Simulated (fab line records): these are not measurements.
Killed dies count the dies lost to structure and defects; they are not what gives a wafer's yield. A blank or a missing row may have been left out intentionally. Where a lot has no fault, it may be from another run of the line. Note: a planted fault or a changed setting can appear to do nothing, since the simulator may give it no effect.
fab line records	flow nandHarc
[record] lots = 13	wafers = 38	lastDay = 33
route steps=1302 shown THIN_TSV@1279 END@1301
lots that met no fault: from a run of the same line without faults
startH: hours from the record's opening day to when the first of the lot's shown wafers began	waitH: hours from the lot's prior step to this one	" unchanged from the row above	L1.1+2: a row that stands for several wafers	- either no value or no given start	* or withheld: withheld	< > ~ a bound
route shown NAME@n: names a module that has steps shown in the file, with the first one's number in the route	usual: mean and standard deviation over wafers with no fault	same: alike in all rows	chamber/n: place in a boat	sites: each site's reading	_std_site: the standard deviation of these	_edge_site: outer sites' mean less inner sites'	radiusMm: for every site, how far away it sits from the centre of the wafer	mask NAME#n: copy n	behind: tool/chamber where the wafer was last shaped	hold: reason for holding the lot/hours on hold/outcome of the hold	device: the n, p or np transistor that did not switch	end of line: tests run on the same wafers once the route is complete	step lacking rows: just its recipe	killed: at the first sort, the dies lost to defects and structure; wafer yield is something else	map: per-die view of a wafer (x killed, . not killed, _ where there is no die)
set.NAME: the setting as run; set.NAME@STEP: as run at that earlier step	model.NAME: the simulator's own value behind a step, which no gauge read
steps of the route over a sample of lots; a table a step, a row a wafer
services: when a tool's chamber went out of use (startH, in hours from the record's first day, below 0 if earlier), for how many hours, and the reason
[[steps]]
[step NHARC_THIN_TSV_DEGAS_53]
[recipe] tempC = 300	timeS = 60
[usual] heaterPowerW = 447/28
lot.wafer	tool	chamber	startH	waitH	heaterPowerW
L238.4	pvdSputter-01	-	559.12	0.1	421
L238.2	"	-	"	"	437
L238.5	"	-	"	"	449
L237.3	pvdSputter-02	-	560.22	0.1	448
L237.2	"	-	"	"	511
L237.5	"	-	"	"	436
L239.2	pvdSputter-02	-	586.61	0.1	463
L239.1	"	-	"	"	441
L239.3	"	-	"	"	513
L240.1	pvdSputter-03	-	595.87	0.1	446
L240.4	"	-	"	"	410
L240.3	"	-	"	"	482
L243.4	pvdSputter-02	-	619.29	0.1	523
L243.3	"	-	"	"	432
L243.1	"	-	"	"	440
L244.3	pvdSputter-03	-	620.28	0.1	459
L244.1	"	-	"	"	428
L244.6	"	-	"	"	399
L246.2	pvdSputter-03	-	654.45	0.1	418
L246.6	"	-	"	"	448
L246.5	"	-	"	"	403
L247.1	pvdSputter-03	-	655.78	0.1	427
L247.3	"	-	"	"	455
L247.2	"	-	"	"	479
L251.4	pvdSputter-03	-	694.35	0.1	420
L251.6	"	-	"	"	416
L255.2	pvdSputter-01	-	732.43	0.1	459
L255.6	"	-	"	"	449
L255.5	"	-	"	"	423
L254.2	pvdSputter-03	-	734.13	0.1	421
L254.4	"	-	"	"	417
L254.6	"	-	"	"	457
L256.4	pvdSputter-02	-	751.90	0.1	511
L256.2	"	-	"	"	461
L256.6	"	-	"	"	517
L257.2	pvdSputter-02	-	768.12	0.1	414
L257.4	"	-	"	"	514
L257.6	"	-	"	"	422
[step NHARC_THIN_TSV_PRE_CLEAN_54]
[recipe] timeS = 30	tempC = 280	gas = H2/He
[usual] heaterPowerW = 394/25
lot.wafer	tool	chamber	startH	waitH	heaterPowerW
L238.4	pvdSputter-01	-	559.21	0.1	385
L238.2	"	-	"	"	373
L238.5	"	-	"	"	403
L237.3	pvdSputter-02	-	560.30	0.1	409
L237.2	"	-	"	"	455
L237.5	"	-	"	"	400
L239.3	pvdSputter-02	-	586.70	0.1	445
L239.1	"	-	"	"	374
L239.2	"	-	"	"	399
L240.4	pvdSputter-03	-	595.95	0.1	407
L240.3	"	-	"	"	378
L240.1	"	-	"	"	360
L243.1	pvdSputter-02	-	619.36	0.0	407
L243.3	"	-	"	"	446
L243.4	"	-	"	"	375
L244.1	pvdSputter-03	-	620.35	0.0	410
L244.3	"	-	"	"	360
L244.6	"	-	"	"	427
L246.2	pvdSputter-03	-	654.51	0.1	352
L246.5	"	-	"	"	383
L246.6	"	-	"	"	404
L247.3	pvdSputter-03	-	655.85	0.1	390
L247.1	"	-	"	"	355
L247.2	"	-	"	"	412
L251.4	pvdSputter-03	-	694.45	0.1	406
L251.6	"	-	"	"	424
L255.2	pvdSputter-01	-	732.51	0.1	393
L255.5	"	-	"	"	380
L255.6	"	-	"	"	398
L254.4	pvdSputter-03	-	734.22	0.1	374
L254.2	"	-	"	"	403
L254.6	"	-	"	"	428
L256.2	pvdSputter-02	-	751.97	0.0	363
L256.4	"	-	"	"	394
L256.6	"	-	"	"	357
L257.2	pvdSputter-02	-	768.19	0.1	396
L257.4	"	-	"	"	392
L257.6	"	-	"	"	451
[step NHARC_THIN_TSV_ETCH_59]
[recipe] targetDepthA = 8800	icpW = 900	biasW = 100	Cl2_flow_sccm = 60	bcl3FlowSccm = 30	timeS = 138.1	chemistry = Cl2/BCl3
[usual] chamberPressureMTorr = 10.000/0.0096	drypumpMotorCurrentA = 5.2/0.42	heBacksideLeakSccm = 3.37/0.29	mfcCl2Sccm = 59.98/0.18	oesProductAu = 1.001/0.0072	throttleValvePct = 22.263/0.0091
lot.wafer	tool	chamber	startH	waitH	chamberPressureMTorr	drypumpMotorCurrentA	heBacksideLeakSccm	mfcCl2Sccm	oesProductAu	rfHoursCounterH	throttleValvePct
L238.2	rieMetal-02	1	560.55	0.1	9.995	5.9	3.65	60.02	1.001	1.5	22.277
L238.4	"	1	"	"	10.004	5.9	3.47	59.96	0.997	-	22.260
L238.5	"	0	"	"	9.994	5.5	3.52	59.82	1.020	-	22.254
L237.2	rieMetal-03	1	561.67	0.1	9.997	4.9	3.15	59.91	0.997	0.5	22.259
L237.3	"	1	"	"	9.999	4.9	3.18	60.14	1.001	-	22.258
L237.5	"	1	"	"	10.005	4.9	3.06	59.97	1.005	-	22.263
L239.2	rieMetal-02	0	588.06	0.1	9.988	5.5	3.47	60.26	1.003	2.0	22.264
L239.1	"	1	"	"	9.976	5.9	3.46	59.68	1.001	2.0	22.259
L239.3	"	0	"	"	9.995	5.5	3.59	60.18	1.007	-	22.259
L240.1	rieMetal-01	0	597.34	0.1	10.002	5.1	3.25	60.13	0.999	0.5	22.272
L240.3	"	1	"	"	10.004	5.7	3.56	59.90	1.000	-	22.255
L240.4	"	0	"	"	9.995	5.1	3.19	60.27	0.980	-	22.280
L243.1	rieMetal-03	1	620.60	0.1	10.009	4.8	3.09	60.05	1.013	1.5	22.245
L243.4	"	1	"	"	9.994	4.9	3.20	60.12	1.015	-	22.258
L243.3	"	0	"	"	10.000	4.8	3.07	59.86	1.013	-	22.251
L244.1	rieMetal-02	1	621.75	0.1	9.981	5.9	3.46	59.65	0.989	2.3	22.251
L244.3	"	0	"	"	9.989	5.5	3.56	60.04	0.996	-	22.272
L244.6	"	1	"	"	10.017	5.9	3.62	60.22	0.995	-	22.275
L246.2	rieMetal-03	1	655.88	0.1	10.015	4.9	3.33	59.88	0.996	2.2	22.263
L246.5	"	0	"	"	9.983	4.8	3.09	60.04	1.000	-	22.264
L246.6	"	1	"	"	9.974	4.9	3.27	60.07	0.999	-	22.265
L247.1	rieMetal-03	0	657.20	0.1	9.987	4.8	3.07	59.83	0.997	2.4	22.266
L247.2	"	1	"	"	10.005	4.9	3.20	59.86	0.998	2.4	22.271
L247.3	"	0	"	"	10.000	4.8	3.15	59.99	0.992	-	22.260
L251.4	rieMetal-02	1	695.85	0.2	10.002	5.9	3.36	59.71	0.910	-	22.278
L251.6	"	1	"	"	9.981	5.9	3.45	59.76	0.905	-	22.256
L255.2	rieMetal-01	1	733.87	0.1	9.997	5.7	3.66	59.99	1.014	3.0	22.261
L255.5	"	1	"	"	10.001	5.7	3.39	59.71	1.000	-	22.256
L255.6	"	0	"	"	9.988	5.1	3.30	60.04	0.994	-	22.272
L254.2	rieMetal-03	0	735.55	0.1	9.993	4.8	3.24	60.15	1.002	0.5	22.262
L254.4	"	1	"	"	10.001	4.9	3.20	59.81	1.002	-	22.264
L254.6	"	1	"	"	10.013	4.9	3.03	59.90	1.001	-	22.278
L256.2	rieMetal-03	0	753.44	0.1	10.011	4.8	3.23	59.88	1.004	1.0	22.265
L256.4	"	0	"	"	9.999	4.8	3.25	60.02	1.007	-	22.258
L256.6	"	1	"	"	10.006	4.9	3.07	60.24	1.000	-	22.287
L257.2	rieMetal-02	1	769.44	0.1	9.996	5.9	3.48	59.62	0.991	2.1	22.261
L257.4	"	0	"	"	10.006	5.5	3.37	60.15	0.993	-	22.262
L257.6	"	0	"	"	10.009	5.5	3.47	60.13	0.989	-	22.265
[step NHARC_END_WLT_00]
[usual] VT_DECK1_BOTTOM = 0.870/0.0084	VT_DECK1_BOTTOM_INNER = 0.870/0.0077	VT_DECK1_MEDIAN_NEAR_BOTTOM = 0.871/0.0079	VT_DECK1_MEDIAN_NEAR_BOTTOM_INNER = 0.872/0.0079	VT_DECK1_MIDDLE = 0.883/0.0077	VT_DECK1_MIDDLE_INNER = 0.883/0.0077	VT_DECK1_TOP = 0.896/0.0079	VT_DECK1_TOP_INNER = 0.895/0.0071	VT_DECK2_BOTTOM = 0.873/0.0085	VT_DECK2_BOTTOM_INNER = 0.874/0.0081	VT_DECK2_MEDIAN_NEAR_BOTTOM = 0.874/0.008	VT_DECK2_MEDIAN_NEAR_BOTTOM_INNER = 0.875/0.0077	VT_DECK2_MIDDLE = 0.887/0.0079	VT_DECK2_MIDDLE_INNER = 0.887/0.0073	VT_DECK2_TOP = 0.898/0.0072	VT_DECK2_TOP_INNER = 0.898/0.0074
lot.wafer	tool	chamber	startH	waitH	VT_DECK1_BOTTOM	VT_DECK1_BOTTOM_INNER	VT_DECK1_MEDIAN_NEAR_BOTTOM	VT_DECK1_MEDIAN_NEAR_BOTTOM_INNER	VT_DECK1_MIDDLE	VT_DECK1_MIDDLE_INNER	VT_DECK1_TOP	VT_DECK1_TOP_INNER	VT_DECK2_BOTTOM	VT_DECK2_BOTTOM_INNER	VT_DECK2_MEDIAN_NEAR_BOTTOM	VT_DECK2_MEDIAN_NEAR_BOTTOM_INNER	VT_DECK2_MIDDLE	VT_DECK2_MIDDLE_INNER	VT_DECK2_TOP	VT_DECK2_TOP_INNER
L238.2	prober-01	-	566.79	0.5	0.862	0.859	0.861	0.855	0.879	0.880	0.881	0.887	0.873	0.862	0.864	0.865	0.874	0.868	0.881	0.891
L238.4	"	-	567.79	1.5	0.856	0.859	0.860	0.860	0.876	0.873	0.889	0.887	0.865	0.859	0.867	0.870	0.868	0.868	0.886	0.897
L238.5	"	-	"	"	0.866	0.861	0.863	0.863	0.876	0.874	0.879	0.903	0.857	0.866	0.860	0.862	0.876	0.872	0.881	0.885
L237.2	prober-02	-	567.83	1.6	0.861	0.870	0.867	0.864	0.871	0.875	0.886	0.892	0.863	0.859	0.863	0.865	0.882	0.880	0.885	0.890
L237.3	"	-	"	"	0.863	0.863	0.871	0.864	0.875	0.875	0.887	0.893	0.860	0.858	0.859	0.870	0.881	0.882	0.889	0.900
L237.5	"	-	"	"	0.864	0.865	0.861	0.868	0.876	0.879	0.892	0.890	0.877	0.860	0.876	0.866	0.876	0.868	0.890	0.891
L239.1	prober-01	-	593.75	0.0	0.877	0.870	0.877	0.872	0.881	0.885	0.902	0.899	0.878	0.873	0.878	0.867	0.893	0.898	0.898	0.899
L239.2	"	-	"	"	0.870	0.878	0.878	0.873	0.887	0.890	0.898	0.892	0.879	0.873	0.882	0.887	0.892	0.900	0.906	0.904
L239.3	"	-	"	"	0.867	0.871	0.874	0.872	0.879	0.878	0.901	0.898	0.875	0.874	0.878	0.886	0.888	0.891	0.900	0.904
L240.1	prober-02	-	602.22	0.1	0.870	0.866	0.859	0.866	0.883	0.887	0.902	0.894	0.863	0.863	0.863	0.869	0.878	0.873	0.887	0.896
L240.3	"	-	603.22	1.1	0.868	0.865	0.870	0.870	0.881	0.877	0.901	0.897	0.870	0.865	0.858	0.858	0.873	0.872	0.889	0.880
L240.4	"	-	"	"	0.881	0.877	0.869	0.872	0.889	0.883	0.898	0.901	0.865	0.864	0.860	0.870	0.871	0.876	0.883	0.889
L243.1	prober-01	-	627.60	0.0	0.857	0.863	0.866	0.867	0.871	0.871	0.887	0.882	0.858	0.874	0.868	0.868	0.885	0.883	0.893	0.896
L243.3	"	-	628.61	1.1	0.860	0.867	0.864	0.865	0.873	0.869	0.889	0.880	0.869	0.867	0.866	0.869	0.884	0.881	0.897	0.897
L243.4	"	-	"	"	0.868	0.861	0.856	0.861	0.870	0.870	0.893	0.892	0.870	0.866	0.871	0.872	0.874	0.887	0.896	0.890
L244.1	prober-02	-	627.61	0.1	0.868	0.871	0.873	0.874	0.881	0.883	0.895	0.896	0.877	0.882	0.880	0.883	0.888	0.895	0.904	0.891
L244.3	"	-	628.62	1.1	0.870	0.867	0.872	0.862	0.883	0.887	0.889	0.892	0.881	0.866	0.877	0.885	0.892	0.895	0.897	0.900
L244.6	"	-	630.14	2.6	0.871	0.864	0.875	0.875	0.875	0.887	0.891	0.891	0.887	0.880	0.875	0.874	0.883	0.897	0.897	0.905
L247.1	prober-02	-	661.65	0.1	0.867	0.867	0.876	0.873	0.884	0.875	0.893	0.892	0.885	0.893	0.876	0.889	0.892	0.895	0.907	0.904
L247.2	"	-	"	"	0.879	0.868	0.870	0.871	0.884	0.873	0.890	0.900	0.882	0.885	0.888	0.888	0.903	0.891	0.909	0.916
L247.3	"	-	"	"	0.874	0.865	0.868	0.868	0.881	0.881	0.896	0.901	0.892	0.886	0.887	0.882	0.900	0.895	0.908	0.908
L246.2	prober-01	-	662.14	0.5	0.873	0.871	0.877	0.875	0.889	0.898	0.893	0.896	0.895	0.891	0.900	0.895	0.899	0.898	0.909	0.913
L246.5	"	-	663.65	2.1	0.872	0.879	0.870	0.869	0.892	0.889	0.899	0.898	0.887	0.885	0.889	0.884	0.898	0.890	0.913	0.910
L246.6	"	-	"	"	0.874	0.884	0.882	0.879	0.890	0.895	0.895	0.900	0.882	0.876	0.884	0.894	0.903	0.896	0.905	0.917
L255.2	prober-01	-	737.72	0.5	0.879	0.873	0.873	0.880	0.893	0.892	0.901	0.905	0.871	0.871	0.873	0.880	0.886	0.879	0.901	0.894
L255.5	"	-	739.22	2.0	0.877	0.871	0.873	0.875	0.897	0.887	0.907	0.904	0.867	0.874	0.876	0.873	0.885	0.884	0.895	0.897
L255.6	"	-	"	"	0.876	0.877	0.882	0.887	0.888	0.891	0.901	0.909	0.877	0.876	0.873	0.878	0.898	0.882	0.898	0.895
L254.2	prober-01	-	745.52	4.2	0.865	0.870	0.867	0.866	0.878	0.882	0.893	0.895	0.876	0.876	0.871	0.886	0.887	0.884	0.894	0.901
L254.4	"	-	746.52	5.2	0.869	0.870	0.872	0.874	0.881	0.881	0.888	0.896	0.875	0.869	0.870	0.870	0.888	0.890	0.908	0.898
L254.6	"	-	747.52	6.2	0.865	0.866	0.872	0.872	0.882	0.878	0.893	0.886	0.878	0.881	0.879	0.880	0.883	0.887	0.893	0.889
L256.2	prober-01	-	760.53	0.5	0.878	0.880	0.883	0.885	0.882	0.890	0.908	0.904	0.881	0.876	0.864	0.886	0.887	0.890	0.898	0.895
L256.4	"	-	"	"	0.870	0.870	0.872	0.878	0.883	0.888	0.911	0.898	0.887	0.875	0.886	0.880	0.891	0.886	0.897	0.906
L256.6	"	-	"	"	0.876	0.875	0.875	0.875	0.891	0.895	0.901	0.902	0.869	0.875	0.877	0.877	0.893	0.894	0.901	0.901
L257.2	prober-02	-	775.79	0.6	0.879	0.884	0.887	0.891	0.899	0.894	0.912	0.907	0.872	0.874	0.874	0.869	0.891	0.888	0.896	0.897
L257.4	"	-	776.79	1.6	0.885	0.876	0.881	0.889	0.895	0.894	0.911	0.904	0.871	0.859	0.867	0.868	0.885	0.885	0.896	0.895
L257.6	"	-	777.80	2.6	0.882	0.879	0.888	0.885	0.892	0.901	0.905	0.904	0.878	0.865	0.865	0.871	0.886	0.884	0.893	0.897
[[services]]
tool	chamber	startH	hours	kind
pvdSputter-03	-	542.46	10.0	pm
rieMetal-03	-	544.56	1.0	repair
rieMetal-01	-	554.90	0.5	repair
rieMetal-01	-	575.00	9.0	pm
pvdSputter-01	-	582.00	10.0	pm
rieMetal-02	1	595.64	1.3	repair
rieMetal-02	1	602.37	1.0	repair
rieMetal-01	0	605.20	18.7	repair
pvdSputter-02	-	622.18	5.3	repair
rieMetal-02	-	631.15	9.0	pm
pvdSputter-02	-	638.96	10.0	pm
rieMetal-02	1	647.83	12.6	repair
rieMetal-03	-	674.40	1.2	repair
rieMetal-03	-	696.00	9.0	pm
rieMetal-03	0	696.00	9.0	ventCycle
rieMetal-03	1	696.00	9.0	ventCycle
pvdSputter-02	-	716.03	7.7	repair
pvdSputter-03	-	720.46	10.0	pm
rieMetal-03	0	725.02	5.9	repair
pvdSputter-02	-	728.91	9.7	repair
pvdSputter-02	-	745.78	5.2	repair
rieMetal-01	1	748.43	7.3	repair
rieMetal-01	-	752.00	9.0	pm
pvdSputter-01	-	760.00	10.0	pm
[[key]]
[firstSign] step = NHARC_THIN_TSV_ETCH_59	reading = oesProductAu	direction = down	sigmas = 13	usual = 1.001	struck = 0.908
effect none on later readings
metAt NHARC_THIN_TSV_ETCH_59
struckLots L251
struckWafers L251.4,L251.6
laterRowsLeftOut L251.4,L251.6
sortLeftOut L251.4,L251.6
notActingAt NHARC_THIN_TSV_DEGAS_53,NHARC_THIN_TSV_PRE_CLEAN_54,NHARC_END_WLT_00
onsetBetween 621.75 695.85
[fault] kind = processParameterDrift	tool = rieMetal-02	chamber = -	onsetH = 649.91	steps = NHARC_THIN_TSV_ETCH_59	channel = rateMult	offset = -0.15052	shape = step	endH = 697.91	scope = struckWafersOnly
// sortLeftOut: the simulated sort isn't trusted on such a fault, so these wafers' sort isn't shown, and their yield isn't known
// laterRowsLeftOut: the simulator's readings of these wafers behind a module that went badly wrong aren't trusted and aren't shown, but for the sort
